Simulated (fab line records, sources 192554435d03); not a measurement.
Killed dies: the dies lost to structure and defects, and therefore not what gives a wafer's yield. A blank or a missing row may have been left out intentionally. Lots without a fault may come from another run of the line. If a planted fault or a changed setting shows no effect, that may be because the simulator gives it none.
Chamber matching | flow n5_finfet | 4 sister chambers for N5_GATE_CUT_ETCH_37 on rie_diel-06
The step etches SOC in N2/H2, target depth 60 nm, overetch 12 nm, time 90 s. 4 wafers are shown with their chamber, then 8 later ones without.

== WAFERS, EACH WITH ITS CHAMBER ==
wafer  | chamber | drypump_motor_current_A (A)
L722.1 | 0       | 6.0
L722.2 | 1       | 6.2
L722.6 | 3       | 5.9
L725.1 | 2       | 5.2

== WAFERS WITHOUT THEIR CHAMBER ==
wafer  | drypump_motor_current_A (A)
L725.3 | 6.2
L725.6 | 6.1
L736.2 | 5.2
L736.4 | 5.9
L736.6 | 5.8
L739.1 | 6.2
L739.2 | 5.2
L739.6 | 5.2

== CHAMBER TAKEN BY EACH ==
wafer  | from the rows above          | in truth
L725.3 | 1                            | 1
L725.6 | can't be placed: 0 or 1 or 3 | 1
L736.2 | 2                            | 2
L736.4 | can't be placed: 3 or 0      | 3
L736.6 | can't be placed: 3 or 0      | 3
L739.1 | 1                            | 1
L739.2 | 2                            | 2
L739.6 | 2                            | 2
Placed correctly: 5 of 8. Cannot be placed on the basis of these rows: 3; the candidates contain the true chamber in 3. Wrongly placed: 0.
How it was worked out, from the rows above alone: a wafer's distance from a chamber is the root of the sum, over the readings, of the square of ((its reading less the chamber's mean) divided by the reading's scatter). If the next closest chamber is less than 2 further off than the closest, the wafer can't be placed; otherwise it belongs to the closest. Each chamber's mean is taken over the wafers shown for it. The scatter: root of mean squared gap, hidden wafer to nearest shown wafer, with one shown wafer a chamber.
